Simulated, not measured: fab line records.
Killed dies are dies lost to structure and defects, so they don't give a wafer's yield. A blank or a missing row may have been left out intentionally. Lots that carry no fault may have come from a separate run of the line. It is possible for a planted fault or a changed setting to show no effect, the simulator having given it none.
The tool behind it: which one? + flow nand_harc + 6 lots, 18 wafers sampled, at 5 steps of a route of 1302

WHAT EACH GAUGE READ, for each wafer
NHARC_END_SORT_01.
| lot  | measured     | on        | killed_at_periphery |
|------|--------------|-----------|---------------------|
| L696 | day 24 02:50 | prober-02 | 3 7 2               |
| L699 | day 25 00:10 | prober-01 | 3 4 4               |
| L701 | day 26 09:47 | prober-01 | 0 5 0               |
| L706 | day 28 17:17 | prober-01 | 1 4 2               |
| L707 | day 28 15:40 | prober-02 | 1 3 2               |
| L714 | day 31 19:05 | prober-02 | 1 5 2               |

TOOL THAT RAN EACH LOT (tool first, then ch and the chambers of the sampled wafers, then the start)
| lot  | NHARC_A_ONON_D2_DEP_22           | NHARC_THIN_TSV_PRE_CLEAN_50             | NHARC_THIN_TSV_ANNEAL_52         | NHARC_THIN_TSV_DESCUM_35           |
|------|----------------------------------|-----------------------------------------|----------------------------------|------------------------------------|
| L696 | pecvd_onon-02 ch 0, day 13 05:17 | pvd_sputter-03, day 23 14:24 or earlier | rtp_anneal-02 ch 0, day 23 14:24 | rie_diel-09 ch 0,3, day 23 17:01   |
| L699 | pecvd_onon-03 ch 0, day 13 12:40 | pvd_sputter-03, day 24 12:38 or earlier | rtp_anneal-01 ch 0, day 24 12:38 | rie_diel-12 ch 0,1, day 24 14:34   |
| L701 | pecvd_onon-03 ch 0, day 14 17:05 | pvd_sputter-03, day 25 21:01 or earlier | rtp_anneal-02 ch 0, day 25 21:01 | rie_diel-08 ch 1,2,3, day 25 23:04 |
| L706 | pecvd_onon-04 ch 0, day 16 19:46 | pvd_sputter-03, day 28 04:00 or earlier | rtp_anneal-02 ch 0, day 28 04:00 | rie_diel-09 ch 2,3, day 28 06:00   |
| L707 | pecvd_onon-02 ch 0, day 17 09:03 | pvd_sputter-03, day 28 02:43 or earlier | rtp_anneal-01 ch 0, day 28 02:43 | rie_diel-08 ch 2,3, day 28 04:50   |
| L714 | pecvd_onon-04 ch 0, day 20 14:30 | pvd_sputter-02, day 31 05:45 or earlier | rtp_anneal-01 ch 0, day 31 05:45 | rie_diel-12 ch 0,2,3, day 31 07:44 |
- NHARC_A_ONON_D2_DEP_22: target thk 1000 nm.
- NHARC_THIN_TSV_PRE_CLEAN_50: time 30 s.
- NHARC_THIN_TSV_ANNEAL_52: time 90 s.
- NHARC_THIN_TSV_DESCUM_35: chemistry O2, time 3 s.

THE ANSWER, worked out from the rows above alone
Rule: the usual values come from the lots themselves. Put in order of their means at a reading, lots are off if they are a third of the lots or fewer, leave a main group of 4 or more, and stand apart from it by a gap of 3 or more times the standard deviation of the main group's means; of several such gaps the widest counts. A main group whose means are all the same, to the digits that the tables above print for the reading, isn't used. A lot without any number at a reading at which 4 lots or more have one is off too. All remaining lots with rows at the step are treated as sound.
Nothing can be told from this: no lot is off at any reading shown.

WHAT THE SIMULATOR HAD PUT IN
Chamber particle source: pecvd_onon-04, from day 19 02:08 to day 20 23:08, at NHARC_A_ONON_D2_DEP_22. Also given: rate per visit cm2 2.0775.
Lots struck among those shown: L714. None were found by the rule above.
